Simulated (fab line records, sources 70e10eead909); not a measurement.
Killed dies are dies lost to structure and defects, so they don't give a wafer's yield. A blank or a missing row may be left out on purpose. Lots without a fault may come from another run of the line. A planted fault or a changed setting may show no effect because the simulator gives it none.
fab line records | flow nand_harc
record lots=24 wafers=72 last_day=33
route steps=1302 shown A_STAIRCASE@743
lots that met no fault: from a run of the same line without faults
start_h: hours from the record's first day to the start of the lot's first wafer shown | wait_h: hours since the lot's step before | " the same as in the row above | L1.1+2: a row that stands for several wafers | - no value, or no start given | * or withheld: withheld | < > ~ a bound
route shown NAME@n: a module of which the file shows steps, and the number in the route of the first | usual: mean/standard deviation of fault-free wafers | same: alike in all rows | chamber/n: place in a boat | sites: the reading at each site | _std_site: their standard deviation | _edge_site: outer sites' mean less inner sites' | radius_mm: how far each site lies from the wafer's centre | mask NAME#n: copy n | behind: the tool/chamber that last shaped the wafer | hold: why the lot was held/for how many hours/how that ended | device: the transistor (n, p or np) that didn't switch | end of line: the same wafers' tests at the end of the route | a step without rows: its recipe alone | killed: dies lost to structure and defects at the first sort, not the wafer's yield | map: a wafer's dies, x killed, . not, _ none there
set.NAME: the setting as run; set.NAME@STEP: as run at that earlier step | model.NAME: the simulator's own value behind a step, which no gauge read
steps of the route over a sample of lots; a table a step, a row a wafer
services: from which hour (start_h, from the record's first day; less than 0 if before it) a tool's chamber was out of use, for how many hours, and why
## steps
# step NHARC_A_STAIRCASE_TRIM_229
# recipe time_s=211.2 o2_flow_sccm=500 ar_flow_sccm=0 bias_w=0 chemistry=O2
# usual drypump_motor_current_A=5.7/0.6 oes_product_au=1.001/0.0073 rf_vpp_V=57.7/0.87 showerhead_plenum_p_Torr=3.51/0.15 throttle_valve_pct=17.037/0.0084
# columns lot.wafer tool chamber start_h wait_h drypump_motor_current_A oes_product_au rf_hours_counter_h rf_vpp_V showerhead_plenum_p_Torr throttle_valve_pct
L074.1 rie_diel-13 1 355.74 0.1 5.2 0.996 2 57.5 3.50 17.042
L074.3 " 2 " " 5.8 1.004 2 58.2 3.38 17.049
L074.6 " 1 " " 5.2 1.009 - 58.3 3.50 17.033
L075.3 rie_diel-13 0 365.59 0.1 6.5 1.007 7 56.4 3.37 17.029
L075.2 " 1 " " 5.2 1.012 6 57.8 3.50 17.039
L075.4 " 3 " " 5.0 1.014 - 58.7 3.66 17.051
L077.4 rie_diel-09 0 384.69 0.1 5.2 1.006 23 58.8 3.51 17.050
L077.1 " 2 " " 5.7 1.002 18 59.1 3.58 17.030
L077.5 " 0 " " 5.2 0.999 - 57.4 3.51 17.032
L078.3 rie_diel-13 0 385.39 0.1 6.5 1.017 12 59.5 3.37 17.036
L078.2 " 2 " " 5.8 1.002 10 57.8 3.38 17.036
L078.5 " 0 " " 6.5 1.011 - 58.3 3.37 17.037
L076.3 rie_diel-09 1 407.76 0.1 5.5 1.004 31 57.5 3.28 17.043
L076.1 " 2 " " 5.8 0.996 27 57.1 3.58 17.027
L076.2 " 3 " " 6.5 0.989 31 55.8 3.65 17.042
L079.3 rie_diel-09 2 414.07 0.1 5.8 0.994 28 58.8 3.58 17.036
L079.2 " 3 " " 6.5 0.995 31 58.7 3.65 17.044
L079.5 " 1 " " 5.5 1.005 - 56.2 3.28 17.029
L080.1 rie_diel-09 1 416.40 0.1 5.5 1.007 33 56.4 3.28 17.033
L080.2 " 2 " " 5.8 0.998 28 58.9 3.58 17.032
L080.5 " 1 " " 5.5 1.006 - 57.6 3.28 17.038
L081.1 rie_diel-13 2 438.32 0.1 5.8 1.012 28 57.0 3.37 17.043
L081.2 " 3 " " 5.0 1.002 32 57.3 3.65 17.042
L081.5 " 2 " " 5.8 1.005 - 58.6 3.37 17.031
L082.4 rie_diel-09 0 438.92 0.1 5.2 1.001 44 57.2 3.50 17.050
L082.1 " 2 " " 5.7 0.987 35 56.0 3.58 17.045
L082.6 " 0 " " 5.2 0.999 - 59.3 3.50 17.031
L083.2 rie_diel-13 0 450.73 0.1 6.5 1.004 35 57.6 3.35 17.038
L083.3 " 3 " " 5.0 0.995 35 58.0 3.65 17.048
L083.6 " 0 " " 6.5 1.015 - 57.1 3.35 17.044
L085.2 rie_diel-09 1 466.68 0.1 5.5 1.007 52 57.1 3.27 17.015
L085.5 " 0 " " 5.2 0.996 - 57.3 3.49 17.029
L085.6 " 1 " " 5.5 1.005 - 56.3 3.27 17.040
L084.4 rie_diel-13 3 467.02 0.1 5.0 1.002 41 58.8 3.65 17.023
L084.1 " 0 " " 6.5 1.008 43 58.6 3.35 17.050
L084.5 " 0 " " 6.5 1.023 - 57.6 3.35 17.042
L086.4 rie_diel-09 1 484.37 0.1 5.5 1.003 59 57.0 3.26 17.032
L086.2 " 2 " " 5.7 0.998 52 57.4 3.57 17.028
L086.5 " 2 " " 5.8 0.990 - 57.9 3.57 17.049
L087.4 rie_diel-12 3 497.75 0.1 6.3 1.000 12 58.4 3.71 17.032
L087.2 " 1 " " 4.8 1.007 13 57.2 3.47 17.035
L087.3 " 2 " " 6.5 1.013 12 58.5 3.36 17.035
L089.1 rie_diel-12 0 516.21 0.1 5.0 0.997 16 59.0 3.80 17.045
L089.3 " 1 " " 4.8 0.989 21 58.2 3.47 17.053
L089.4 " 2 " " 6.5 0.995 20 56.7 3.36 17.036
L088.3 rie_diel-09 3 517.56 0.1 6.5 1.007 3 58.5 3.64 17.037
L088.4 " 2 " " 5.8 1.003 3 56.8 3.56 17.041
L088.6 " 0 " " 5.2 0.993 - 58.6 3.49 17.036
L090.4 rie_diel-13 3 536.62 0.1 5.0 0.992 3 58.9 3.63 17.036
L090.6 " 0 " " 6.5 0.992 - 57.8 3.34 17.020
L090.5 " 1 " " 5.2 0.999 - 57.1 3.47 17.040
L091.4 rie_diel-12 1 537.86 0.1 4.8 0.998 28 58.4 3.46 17.034
L091.3 " 3 " " 6.3 0.996 25 57.7 3.70 17.033
L091.1 " 0 " " 5.0 1.003 23 59.3 3.79 17.033
L092.2 rie_diel-09 3 548.91 0.1 6.5 1.015 13 57.1 3.63 17.039
L092.4 " 1 " " 5.5 1.001 15 58.7 3.80 17.042
L092.6 " 0 " " 5.2 1.001 - 56.6 3.48 17.033
L095.1 rie_diel-12 0 565.61 0.1 5.0 0.992 34 58.7 3.79 17.041
L095.4 " 3 " " 6.3 1.000 34 58.0 3.70 17.046
L095.5 " 1 " " 4.8 0.992 - 57.8 3.46 17.036
L094.2 rie_diel-12 2 571.66 0.1 6.4 0.999 38 56.9 3.35 17.045
L094.6 " 1 " " 4.8 1.009 - 57.6 3.45 17.039
L094.5 " 2 " " 6.5 1.005 - 57.2 3.35 17.030
L093.1 rie_diel-13 3 577.15 0.1 5.0 0.990 16 58.4 3.62 17.044
L093.5 " 3 " " 5.0 0.996 - 57.2 3.62 17.039
L093.6 " 0 " " 6.5 1.008 - 55.5 3.33 17.040
L096.1 rie_diel-12 3 581.78 0.1 6.3 0.994 39 57.9 3.69 17.056
L096.5 " 1 " " 4.8 1.009 - 58.1 3.45 17.048
L096.6 " 2 " " 6.4 1.002 - 55.4 3.35 17.041
L097.1 rie_diel-09 2 589.04 0.1 5.8 0.991 24 58.5 3.55 17.029
L097.2 " 1 " " 5.5 1.006 24 58.5 3.79 17.034
L097.6 " 3 " " 6.5 1.009 - 59.9 3.62 17.032
# step NHARC_A_STAIRCASE_HM_DEP_456
# recipe target_thk_a=31000 temp_c=400 material=aC
# usual throttle_valve_pct=35.002/0.0088
# columns lot.wafer tool chamber start_h wait_h throttle_valve_pct
L074.1 acl_dep-02 0 359.29 - 35.003
L074.3 " 0 " " 35.002
L074.6 " 0 " " 35.008
L075.2 acl_dep-02 0 374.08 - 34.999
L075.3 " 0 " " 34.993
L075.4 " 0 " " 35.007
L077.1 acl_dep-02 0 389.52 - 35.016
L077.4 " 0 " " 35.007
L077.5 " 0 " " 35.016
L078.2 acl_dep-01 0 389.88 - 34.991
L078.3 " 0 " " 35.011
L078.5 " 0 " " 35.004
L076.1 acl_dep-01 0 414.04 - 35.001
L076.2 " 0 " " 34.990
L076.3 " 0 " " 35.015
L079.2 acl_dep-03 0 417.89 - 35.004
L079.3 " 0 " " 35.001
L079.5 " 0 " " 35.012
L080.1 acl_dep-01 0 422.02 - 35.005
L080.2 " 0 " " 35.002
L080.5 " 0 " " 34.999
L081.1 acl_dep-02 0 441.91 - 35.020
L081.2 " 0 " " 34.997
L081.5 " 0 " " 34.991
L082.1 acl_dep-02 0 443.78 - 34.988
L082.4 " 0 " " 34.993
L082.6 " 0 " " 35.009
L083.2 acl_dep-03 0 457.07 - 34.991
L083.3 " 0 " " 35.027
L083.6 " 0 " " 35.020
L085.2 acl_dep-03 0 475.13 - 34.998
L085.5 " 0 " " 35.007
L085.6 " 0 " " 34.998
L084.1 acl_dep-02 0 475.79 - 34.985
L084.4 " 0 " " 34.995
L084.5 " 0 " " 34.994
L086.2 acl_dep-01 0 493.24 - 35.000
L086.4 " 0 " " 34.994
L086.5 " 0 " " 35.015
L087.2 acl_dep-02 0 501.62 - 35.013
L087.3 " 0 " " 35.009
L087.4 " 0 " " 35.000
L089.1 acl_dep-03 0 519.80 - 35.003
L089.3 " 0 " " 35.006
L089.4 " 0 " " 34.989
L088.3 acl_dep-01 0 523.05 - 35.011
L088.4 " 0 " " 34.989
L088.6 " 0 " " 35.005
L091.1 acl_dep-01 0 542.06 - 35.009
L091.3 " 0 " " 35.003
L091.4 " 0 " " 34.995
L090.4 acl_dep-02 0 544.26 - 35.015
L090.5 " 0 " " 35.002
L090.6 " 0 " " 35.002
L092.2 acl_dep-02 0 557.55 - 34.994
L092.4 " 0 " " 34.974
L092.6 " 0 " " 35.012
L095.1 acl_dep-03 0 570.45 - 35.003
L095.4 " 0 " " 34.986
L095.5 " 0 " " 35.002
L094.2 acl_dep-02 0 575.55 - 35.001
L094.5 " 0 " " 35.001
L094.6 " 0 " " 35.016
L093.1 acl_dep-02 0 582.05 - 34.996
L093.5 " 0 583.28 - 35.010
L093.6 " 0 " " 35.020
L096.1 acl_dep-02 0 585.62 - 34.994
L096.5 " 0 586.83 - 35.010
L096.6 " 0 " " 35.012
L097.1 acl_dep-01 0 596.37 - 35.012
L097.2 " 0 " " 35.010
L097.6 " 0 597.90 - 35.003
# step NHARC_A_STAIRCASE_DESCUM_270
# recipe time_s=3 o2_flow_sccm=200 ar_flow_sccm=0 bias_power_w=0 chemistry=O2
# usual drypump_motor_current_A=5.6/0.62 oes_product_au=1.003/0.007 rf_vpp_V=57.6/0.92 showerhead_plenum_p_Torr=1.90/0.092 throttle_valve_pct=11.312/0.0095
# columns lot.wafer tool chamber start_h wait_h drypump_motor_current_A oes_product_au rf_hours_counter_h rf_vpp_V showerhead_plenum_p_Torr throttle_valve_pct
L074.1 rie_diel-13 3 362.15 - 5.0 0.996 6 58.2 1.99 11.314
L074.3 " 1 " " 5.2 1.013 4 57.0 1.90 11.299
L074.6 " 1 " " 5.3 1.014 - 57.5 1.90 11.317
L075.2 rie_diel-12 3 376.52 - 6.3 1.004 33 58.3 2.03 11.317
L075.3 " 0 " " 5.0 1.003 32 56.9 1.77 11.335
L075.4 " 1 " " 4.8 1.001 27 57.1 1.89 11.312
L077.1 rie_diel-13 2 392.49 - 5.8 1.006 12 57.3 1.83 11.316
L077.4 " 0 " " 6.4 1.005 16 58.5 1.82 11.321
L077.5 " 2 " " 5.8 1.001 - 56.6 1.83 11.308
L078.3 rie_diel-09 1 392.77 - 5.5 1.022 25 59.0 1.77 11.322
L078.2 " 3 " " 6.5 0.993 23 57.5 1.99 11.310
L078.5 " 1 " " 5.5 1.011 - 57.6 1.77 11.315
L076.2 rie_diel-12 0 416.76 - 5.0 1.012 49 55.7 1.76 11.321
L076.3 " 1 " " 4.8 0.988 48 58.2 1.89 11.304
L076.1 " 3 " " 6.3 1.003 47 59.1 2.03 11.298
L079.2 rie_diel-09 1 420.58 - 5.5 1.002 34 56.1 1.77 11.324
L079.3 " 2 " " 5.7 0.998 29 57.9 1.94 11.310
L079.5 " 1 " " 5.5 1.002 - 56.7 1.77 11.311
L080.2 rie_diel-12 0 424.87 - 5.0 1.011 50 58.1 1.76 11.308
L080.1 " 1 " " 4.8 0.998 50 58.2 1.89 11.320
L080.5 " 2 " " 6.4 1.011 - 57.9 1.82 11.308
L081.2 rie_diel-13 3 444.65 - 5.0 0.995 33 59.4 1.98 11.321
L081.1 " 2 " " 5.7 1.004 29 55.9 1.82 11.315
L081.5 " 3 " " 5.0 0.998 - 58.4 1.98 11.320
L082.4 rie_diel-13 0 446.62 - 6.4 1.008 34 57.9 1.81 11.330
L082.1 " 1 " " 5.2 0.997 33 57.8 1.89 11.305
L082.6 " 3 " " 5.0 0.995 - 58.4 1.98 11.325
L083.3 rie_diel-12 1 459.68 - 4.8 1.013 1 58.8 1.88 11.307
L083.2 " 2 " " 6.4 1.003 1 56.7 1.82 11.330
L083.6 " 1 " " 4.8 1.005 - 56.7 1.88 11.315
L085.2 rie_diel-09 2 477.55 - 5.7 0.996 50 57.4 1.94 11.311
L085.6 " 3 " " 6.5 0.999 - 58.9 1.98 11.305
L085.5 " 0 " " 5.2 1.007 - 58.6 1.89 11.305
L084.1 rie_diel-13 2 478.62 - 5.7 0.997 43 58.4 1.82 11.297
L084.4 " 3 " " 5.0 0.989 47 58.6 1.98 11.309
L084.5 " 2 " " 5.8 0.999 - 59.5 1.82 11.304
L086.4 rie_diel-09 2 495.83 - 5.7 1.005 54 57.4 1.93 11.302
L086.2 " 3 " " 6.5 1.000 56 59.1 1.98 11.307
L086.5 " 1 " " 5.5 1.008 - 56.9 1.76 11.306
L087.4 rie_diel-13 3 504.27 - 5.0 1.005 56 58.3 1.98 11.316
L087.3 " 0 " " 6.4 1.010 55 57.0 1.81 11.319
L087.2 " 1 " " 5.2 0.995 52 57.3 1.88 11.291
L089.1 rie_diel-12 3 522.52 - 6.3 0.994 20 57.4 2.01 11.309
L089.4 " 0 " " 5.0 1.010 17 57.5 2.07 11.304
L089.3 " 1 " " 4.8 1.005 22 57.0 1.88 11.315
L088.4 rie_diel-12 1 525.18 - 4.8 1.003 24 58.1 1.88 11.301
L088.3 " 2 " " 6.4 0.996 23 55.6 1.81 11.315
L088.6 " 0 " " 5.0 1.004 - 59.2 2.07 11.315
L091.1 rie_diel-09 3 544.90 - 6.5 1.023 12 58.1 1.97 11.312
L091.3 " 0 " " 5.2 0.998 14 57.0 1.88 11.338
L091.4 " 1 " " 5.5 1.010 13 57.7 2.07 11.337
L090.4 rie_diel-13 2 546.20 - 5.7 1.015 8 58.1 1.81 11.298
L090.5 " 0 " " 6.4 1.005 - 56.9 1.80 11.322
L090.6 " 1 " " 5.2 1.018 - 56.8 1.88 11.294
L092.4 rie_diel-09 0 560.12 - 5.2 1.000 18 57.1 1.88 11.307
L092.2 " 2 " " 5.7 1.003 12 56.5 1.93 11.313
L092.6 " 3 " " 6.5 1.010 - 59.4 1.97 11.311
L095.1 rie_diel-12 2 573.23 - 6.5 1.004 39 56.1 1.81 11.310
L095.4 " 1 " " 4.8 1.002 42 55.7 1.87 11.315
L095.5 " 3 " " 6.3 1.001 - 57.5 2.01 11.324
L094.2 rie_diel-12 3 577.94 - 6.3 1.009 38 58.4 2.01 11.306
L094.6 " 3 " " 6.2 0.991 - 57.0 2.01 11.301
L094.5 " 0 " " 5.0 0.994 - 58.0 2.06 11.312
L093.1 rie_diel-13 3 584.77 - 5.0 0.981 21 57.6 1.97 11.314
L093.6 " 3 " " 5.0 0.995 - 58.4 1.97 11.304
L093.5 " 0 " " 6.4 1.003 - 56.5 1.80 11.308
L096.1 rie_diel-12 2 588.48 - 6.4 1.005 44 57.2 1.81 11.303
L096.5 " 0 " " 5.0 1.008 - 58.9 2.06 11.307
L096.6 " 1 " " 4.8 1.001 - 56.8 1.87 11.311
L097.2 rie_diel-13 2 599.08 - 5.7 1.007 26 57.2 1.80 11.319
L097.1 " 3 " " 5.0 0.995 26 56.7 1.97 11.306
L097.6 " 1 " " 5.2 0.997 - 56.7 1.87 11.314
# step NHARC_A_STAIRCASE_ETCH_273
# recipe target_depth_a=1.02e+05 time_s=2468.6 ion_energy_ev=800 c4f8_flow_sccm=80 o2_flow_sccm=60 ar_flow_sccm=withheld rf_w=600 bias_w=3000 chemistry=C4F8/O2/Ar
# usual oes_product_au=0.940/0.0098 rf_vpp_V=1825/12
# columns lot.wafer tool chamber start_h wait_h oes_product_au rf_hours_counter_h rf_vpp_V
L074.3 rie_diel-13 3 - - 0.935 6 1838
L074.1 " 0 " " 0.943 6 1814
L074.6 " 0 " " 0.950 - 1816
L075.2 rie_diel-12 3 - - 0.928 33 1840
L075.4 " 1 " " 0.937 27 1824
L075.3 " 2 " " 0.920 29 1817
L078.2 rie_diel-09 3 - - 0.936 24 1836
L078.3 " 0 " " 0.940 28 1826
L078.5 " 2 " " 0.928 - 1831
L077.4 rie_diel-13 3 - - 0.943 19 1837
L077.1 " 1 " " 0.935 16 1825
L077.5 " 3 " " 0.936 - 1835
L076.3 rie_diel-12 1 - - 0.938 49 1823
L076.1 " 2 " " 0.941 48 1816
L076.2 " 3 " " 0.953 47 1839
L079.2 rie_diel-09 2 - - 0.950 29 1831
L079.3 " 0 " " 0.937 37 1825
L079.5 " 2 " " 0.953 - 1831
L080.1 rie_diel-12 3 - - 0.924 48 1841
L080.2 " 0 " " 0.944 50 1806
L080.5 " 3 " " 0.936 - 1840
L081.2 rie_diel-13 1 - - 0.940 32 1824
L081.1 " 2 " " 0.953 29 1814
L081.5 " 2 " " 0.952 - 1813
L082.4 rie_diel-13 2 - - 0.943 31 1815
L082.1 " 3 " " 0.942 34 1836
L082.6 " 3 " " 0.949 - 1834
L083.2 rie_diel-12 1 - - 0.931 2 1823
L083.3 " 3 " " 0.943 2 1839
L083.6 " 1 " " 0.944 - 1822
L085.2 rie_diel-09 2 - - 0.943 51 1830
L085.5 " 3 " " 0.945 - 1834
L085.6 " 0 " " 0.933 - 1825
L084.1 rie_diel-13 0 - - 0.936 47 1814
L084.4 " 1 " " 0.934 45 1824
L084.5 " 2 " " 0.928 - 1815
L086.2 rie_diel-09 1 - - 0.950 61 1806
L086.4 " 3 " " 0.949 56 1835
L086.5 " 0 " " 0.939 - 1824
L087.2 rie_diel-13 0 - - 0.969 55 1813
L087.4 " 1 " " 0.960 52 1822
L087.3 " 2 " " 0.941 51 1814
L089.1 rie_diel-12 0 - - 0.938 18 1847
L089.3 " 1 " " 0.944 22 1823
L089.4 " 2 " " 0.931 22 1816
L088.3 rie_diel-12 1 - - 0.927 24 1822
L088.4 " 3 " " 0.931 21 1839
L088.6 " 1 " " 0.933 - 1823
L091.3 rie_diel-09 0 - - 0.943 15 1822
L091.4 " 2 " " 0.937 11 1829
L091.1 " 3 " " 0.939 12 1834
L090.4 rie_diel-13 1 - - 0.943 9 1822
L090.5 " 1 " " 0.944 - 1822
L090.6 " 2 " " 0.943 - 1813
L092.2 rie_diel-09 0 - - 0.927 18 1823
L092.4 " 1 " " 0.927 16 1847
L092.6 " 2 " " 0.922 - 1830
L095.1 rie_diel-12 2 - - 0.938 39 1814
L095.4 " 3 " " 0.943 36 1840
L095.5 " 2 " " 0.939 - 1813
L094.2 rie_diel-12 0 - - 0.945 38 1845
L094.6 " 0 " " 0.941 - 1846
L094.5 " 1 " " 0.966 - 1820
L093.1 rie_diel-13 1 - - 0.966 22 1822
L093.6 " 2 " " 0.946 - 1810
L093.5 " 3 " " 0.936 - 1834
L096.1 rie_diel-12 2 - - 0.935 45 1813
L096.6 " 2 " " 0.929 - 1812
L096.5 " 3 " " 0.931 - 1838
L097.2 rie_diel-13 1 - - 0.950 25 1821
L097.1 " 3 " " 0.934 26 1832
L097.6 " 0 " " 0.942 - 1812
# step NHARC_A_STAIRCASE_DESCUM_291
# recipe time_s=3 o2_flow_sccm=200 ar_flow_sccm=0 bias_power_w=0 chemistry=O2
# usual drypump_motor_current_A=5.7/0.6 oes_product_au=1.001/0.0075 rf_vpp_V=57.8/0.89 showerhead_plenum_p_Torr=1.90/0.088 throttle_valve_pct=11.311/0.0093
# columns lot.wafer tool chamber start_h wait_h drypump_motor_current_A oes_product_au rf_hours_counter_h rf_vpp_V showerhead_plenum_p_Torr throttle_valve_pct
L074.3 rie_diel-09 2 369.05 - 5.7 0.987 15 58.6 1.95 11.302
L074.1 " 1 " " 5.5 1.002 18 57.3 1.77 11.325
L074.6 " 2 " " 5.7 0.988 - 58.2 1.95 11.318
L075.4 rie_diel-12 2 383.67 - 6.4 1.002 31 57.0 1.83 11.303
L075.3 " 3 " " 6.3 1.008 35 58.8 2.03 11.322
L075.2 " 0 " " 5.0 1.004 35 57.0 1.77 11.304
L078.3 rie_diel-09 2 398.60 - 5.8 0.994 23 56.4 1.94 11.303
L078.2 " 3 " " 6.5 0.991 25 56.9 1.99 11.319
L078.5 " 1 " " 5.5 1.015 - 57.1 1.77 11.313
L077.1 rie_diel-13 0 400.16 - 6.4 1.008 18 58.3 1.82 11.313
L077.4 " 3 " " 5.0 0.995 20 57.9 1.99 11.296
L077.5 " 0 " " 6.4 0.994 - 58.1 1.82 11.307
L076.1 rie_diel-13 0 424.75 - 6.5 1.001 28 57.3 1.81 11.317
L076.3 " 1 " " 5.3 1.010 26 57.2 1.89 11.308
L076.2 " 2 " " 5.8 1.010 24 57.7 1.82 11.319
L079.2 rie_diel-12 0 429.24 - 5.0 1.001 52 57.9 1.76 11.300
L079.3 " 3 " " 6.3 0.999 49 58.2 2.02 11.302
L079.5 " 0 " " 5.0 0.998 - 57.6 1.76 11.325
L080.2 rie_diel-09 0 432.94 - 5.2 0.994 42 56.7 1.90 11.314
L080.1 " 1 " " 5.5 0.997 40 56.7 1.77 11.337
L080.5 " 3 " " 6.5 0.996 - 57.0 1.98 11.309
L081.2 rie_diel-13 3 450.57 - 5.0 1.011 35 58.4 1.98 11.313
L081.1 " 0 " " 6.4 1.007 35 57.1 1.81 11.304
L081.5 " 3 " " 5.0 0.996 - 59.9 1.98 11.304
L082.4 rie_diel-13 0 452.75 - 6.5 1.012 36 57.0 1.81 11.321
L082.1 " 1 " " 5.2 0.993 35 56.6 1.89 11.313
L082.6 " 3 " " 5.0 1.003 - 59.3 1.98 11.299
L083.3 rie_diel-09 2 468.53 - 5.8 1.006 45 59.3 1.94 11.299
L083.2 " 3 " " 6.5 0.998 49 57.9 1.98 11.304
L083.6 " 1 " " 5.5 1.010 - 59.3 1.76 11.318
L085.2 rie_diel-12 2 484.92 - 6.4 1.013 9 57.5 1.82 11.313
L085.6 " 1 " " 4.8 1.005 - 57.8 1.88 11.290
L085.5 " 2 " " 6.4 1.002 - 58.6 1.82 11.314
L084.4 rie_diel-13 2 489.66 - 5.8 0.987 48 57.0 1.81 11.328
L084.1 " 0 " " 6.4 1.004 52 58.8 1.81 11.306
L084.5 " 1 " " 5.2 0.990 - 57.2 1.88 11.328
L086.4 rie_diel-13 1 502.14 - 5.2 0.997 51 56.9 1.88 11.315
L086.2 " 3 " " 5.0 1.005 55 56.3 1.98 11.302
L086.5 " 0 " " 6.4 1.013 - 57.6 1.81 11.308
L087.2 rie_diel-12 1 512.46 - 4.8 1.006 20 57.4 1.88 11.309
L087.3 " 2 " " 6.4 1.012 20 56.6 1.82 11.331
L087.4 " 0 " " 5.0 1.005 15 59.3 2.07 11.336
L089.1 rie_diel-12 1 530.75 - 4.8 1.004 26 57.7 1.88 11.300
L089.4 " 3 " " 6.3 0.999 22 59.0 2.01 11.319
L089.3 " 0 " " 5.0 1.003 21 58.7 2.07 11.304
L088.4 rie_diel-13 1 531.81 - 5.2 1.002 1 58.2 1.88 11.295
L088.3 " 3 " " 5.0 1.002 1 58.8 1.97 11.314
L088.6 " 2 " " 5.7 1.010 - 58.0 1.81 11.294
L091.1 rie_diel-13 3 550.76 - 5.0 0.985 7 57.8 1.97 11.310
L091.4 " 0 " " 6.4 1.000 8 56.4 1.80 11.322
L091.3 " 2 " " 5.7 0.993 10 56.9 1.81 11.314
L090.4 rie_diel-09 0 552.63 - 5.2 1.010 17 56.9 1.88 11.316
L090.5 " 2 " " 5.7 1.008 - 59.0 1.93 11.303
L090.6 " 3 " " 6.5 1.017 - 57.6 1.97 11.307
L092.2 rie_diel-09 2 569.91 - 5.7 0.999 16 57.9 1.93 11.311
L092.4 " 0 " " 5.2 0.995 21 57.4 1.88 11.316
L092.6 " 2 " " 5.7 1.002 - 58.5 1.93 11.297
L095.1 rie_diel-13 2 579.07 - 5.8 1.001 17 57.5 1.81 11.302
L095.4 " 1 " " 5.2 0.998 19 59.5 1.87 11.303
L095.5 " 2 " " 5.8 1.007 - 58.0 1.81 11.313
L094.2 rie_diel-12 3 583.79 - 6.3 0.995 39 56.2 2.01 11.303
L094.6 " 2 " " 6.4 0.991 - 56.9 1.81 11.302
L094.5 " 3 " " 6.3 0.991 - 58.1 2.01 11.305
L093.1 rie_diel-09 2 590.57 - 5.7 0.997 25 57.3 1.93 11.312
L093.5 " 1 " " 5.5 1.007 - 59.8 2.07 11.311
L093.6 " 2 " " 5.7 1.008 - 59.7 1.93 11.316
L096.1 rie_diel-09 2 597.58 - 5.7 0.987 26 57.1 1.93 11.316
L096.6 " 0 " " 5.2 1.002 - 57.5 1.88 11.328
L096.5 " 1 " " 5.5 1.011 - 58.6 2.07 11.315
L097.1 rie_diel-12 2 605.23 - 6.4 0.993 48 56.5 1.81 11.299
L097.2 " 3 " " 6.3 1.007 45 57.7 2.01 11.316
L097.6 " 3 " " 6.2 1.002 - 57.2 2.01 11.301
# step NHARC_A_STAIRCASE_HM_DEP_462
# recipe target_thk_a=8000 temp_c=400 material=aC
# usual throttle_valve_pct=35.001/0.0093
# columns lot.wafer tool chamber start_h wait_h throttle_valve_pct
L074.1 acl_dep-03 0 377.10 5.9 34.985
L074.3 " 0 " " 35.005
L074.6 " 0 " " 35.000
L075.2 acl_dep-03 0 387.48 1.5 35.001
L075.3 " 0 " " 35.008
L075.4 " 0 " " 35.012
L078.2 acl_dep-01 0 401.14 0.4 34.999
L078.3 " 0 " " 35.004
L078.5 " 0 " " 34.995
L077.1 acl_dep-02 0 405.03 0.1 34.999
L077.4 " 0 " " 35.009
L077.5 " 0 " " 34.998
L076.1 acl_dep-03 0 428.24 1.3 35.006
L076.2 " 0 " " 35.002
L076.3 " 0 " " 35.019
L079.2 acl_dep-03 0 432.22 0.7 34.999
L079.3 " 0 " " 34.995
L079.5 " 0 " " 35.005
L080.1 acl_dep-03 0 437.40 2.3 35.003
L080.2 " 0 " " 35.008
L080.5 " 0 " " 35.013
L081.1 acl_dep-03 0 452.98 0.1 35.010
L081.2 " 0 " " 34.999
L081.5 " 0 " " 34.991
L082.1 acl_dep-01 0 456.37 0.1 35.002
L082.4 " 0 " " 34.986
L082.6 " 0 " " 35.008
L083.2 acl_dep-01 0 475.24 4.6 34.989
L083.3 " 0 " " 35.015
L083.6 " 0 " " 35.004
L085.2 acl_dep-02 0 492.67 5.6 35.002
L085.5 " 0 " " 34.987
L085.6 " 0 " " 34.993
L084.1 acl_dep-01 0 494.79 3.0 35.002
L084.4 " 0 " " 35.000
L084.5 " 0 " " 35.001
L086.2 acl_dep-02 0 507.71 3.4 35.012
L086.4 " 0 " " 34.977
L086.5 " 0 " " 35.003
L087.2 acl_dep-02 0 515.02 0.4 35.010
L087.3 " 0 " " 34.998
L087.4 " 0 " " 34.999
L089.1 acl_dep-03 0 533.04 0.1 35.006
L089.3 " 0 " " 35.012
L089.4 " 0 " " 34.998
L088.3 acl_dep-02 0 534.71 0.7 35.002
L088.4 " 0 " " 35.000
L088.6 " 0 " " 34.998
L091.1 acl_dep-03 0 557.76 4.4 34.997
L091.3 " 0 " " 35.006
L091.4 " 0 " " 35.004
L090.4 acl_dep-02 0 560.02 5.2 35.007
L090.5 " 0 " " 35.011
L090.6 " 0 " " 35.002
L092.2 acl_dep-02 0 572.46 0.4 34.998
L092.4 " 0 " " 34.996
L092.6 " 0 " " 34.992
L095.1 acl_dep-03 0 584.49 0.4 35.010
L095.4 " 0 " " 35.003
L095.5 " 0 " " 34.992
L094.2 acl_dep-03 0 586.63 0.7 35.004
L094.5 " 0 " " 35.006
L094.6 " 0 " " 34.995
L093.1 acl_dep-02 0 596.50 3.8 35.001
L093.5 " 0 597.73 5.0 34.992
L093.6 " 0 " " 34.993
L096.1 acl_dep-03 0 600.41 0.7 34.992
L096.5 " 0 601.64 1.9 34.991
L096.6 " 0 " " 35.014
L097.1 acl_dep-01 0 607.61 0.1 35.019
L097.2 " 0 " " 34.991
L097.6 " 0 609.13 1.6 35.016
## services
# columns tool chamber start_h hours kind
rie_diel-13 - 334.71 0.5 repair
rie_diel-12 1 339.56 4.2 repair
rie_diel-13 - 342.05 9.0 pm
rie_diel-13 0 342.05 9.0 vent_cycle
rie_diel-13 1 342.05 9.0 vent_cycle
rie_diel-13 2 342.05 9.0 vent_cycle
rie_diel-13 3 342.05 9.0 vent_cycle
rie_diel-13 0 351.05 - clean
rie_diel-13 2 361.68 7.6 repair
acl_dep-01 - 368.29 13.0 pm
acl_dep-03 - 411.07 0.2 repair
rie_diel-09 0 415.18 2.8 repair
acl_dep-02 - 428.43 13.0 pm
rie_diel-12 - 446.40 9.0 pm
rie_diel-12 0 465.41 9.0 repair
acl_dep-03 - 480.83 13.0 pm
rie_diel-09 - 497.46 9.0 pm
rie_diel-13 - 519.05 9.0 pm
rie_diel-13 - 541.96 0.2 repair
acl_dep-01 - 550.97 13.0 pm
rie_diel-09 - 572.15 0.2 repair
rie_diel-09 1 573.14 4.5 repair
rie_diel-12 3 581.97 1.5 repair
rie_diel-12 1 602.59 2.8 repair
## key
fault none
